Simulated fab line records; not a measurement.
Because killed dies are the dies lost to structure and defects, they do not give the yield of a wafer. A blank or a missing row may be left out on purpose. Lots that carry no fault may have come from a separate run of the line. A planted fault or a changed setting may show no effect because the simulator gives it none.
Split-lot study -- flow n5 finfet -- 7 lots, 21 wafers read, on a route of 1938 steps

SPLIT DETAILS
At N5_BEOL_M10_TRENCH_ETCH_37 (etches SiCOH lowk in C4F6/O2, target depth 148.83 nm, time 48 s), the setting source w was moved away from the recipe's 345 W on 7 of the 21 wafers read, by -15.7% to +11.8%. All remaining wafers had this setting at the recipe value.

The reading comes from the split's own step.

THE READING
rf vpp V, in V, at N5_BEOL_M10_TRENCH_ETCH_37 (etches SiCOH lowk in C4F6/O2, target depth 148.83 nm, time 48 s). On this fab line, fault-free wafers typically give 660 V with a standard deviation of 10 V.

wafer,"tool, chamber at the split","source w as run, W",against the recipe,"rf vpp V, V",against lot-mates on the recipe
L075.1,"rie diel-02, 3",345,recipe,673,-
L075.2,"rie diel-02, 2",345,recipe,642,-
L075.5,"rie diel-02, 0",345,recipe,665,-
L080.1,"rie diel-05, 3",345,recipe,662,-
L080.3,"rie diel-05, 2",290.8,-15.7%,742,+76
L080.4,"rie diel-05, 1",345,recipe,670,-
L086.2,"rie diel-05, 3",385.8,+11.8%,625,no lot-mate on the recipe
L086.3,"rie diel-05, 1",385.8,+11.8%,632,no lot-mate on the recipe
L086.4,"rie diel-05, 0",385.8,+11.8%,614,no lot-mate on the recipe
L087.1,"rie diel-06, 2",301.7,-12.6%,692,+33
L087.3,"rie diel-06, 3",345,recipe,656,-
L087.5,"rie diel-06, 1",345,recipe,662,-
L093.1,"rie diel-06, 0",315,-8.7%,692,+29
L093.4,"rie diel-06, 1",345,recipe,664,-
L093.6,"rie diel-06, 1",345,recipe,662,-
L095.1,"rie diel-06, 1",345,recipe,663,-
L095.4,"rie diel-06, 0",292.2,-15.3%,718,+64
L095.6,"rie diel-06, 2",345,recipe,645,-
L097.1,"rie diel-05, 0",345,recipe,649,-
L097.4,"rie diel-05, 1",345,recipe,667,-
L097.5,"rie diel-05, 0",345,recipe,650,-

FIT RESULTS
A straight line over all 21 wafers: rf vpp V changes by -3.64 V for each +1% of source w; r = -0.93; the points scatter about the line by 11 V.
The same after taking each lot's own level away (the mean of its wafers on the recipe; 18 wafers): -4.01 V for each +1%; r = -0.93; scatter 9.5 V.
Per that fit: largest source w move, reading shift of 63 V.
Measured against the standard deviation above, the lots' own levels, which go from 654.0 to 666.0 V, span 1.2 times it.
The two slopes are in agreement: the lot-to-lot level therefore moves the slope only a little.
Check: with one of the wafers moved furthest among these (-15.7%) left out of the fit, the line predicts +55.4 V for it against its lot-mates. It came out at +76 V against them.
Tool readings at the split's step, against how far the setting was moved: rf vpp V r = -0.93.

OTHER SPLITS APPLIED TO THESE WAFERS
Note: prior to the reading, these wafers also went through further splits. Each is held against what the fit with the lots' levels taken away leaves over:
other split on the same wafers,wafers away from the commonest value,r with rf vpp V (lot level and that fit taken away)
N5_BEOL_M8_COAT_22 spin rpm,8,-0.15
N5_BEOL_M9_ETCH_66 time s,10,+0.33
N5_BEOL_M10_PEB_26 peb time s,10,+0.08

FILE'S OWN FIT
rf vpp V changes by -3.98 V for each +1% of source w, r = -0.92.
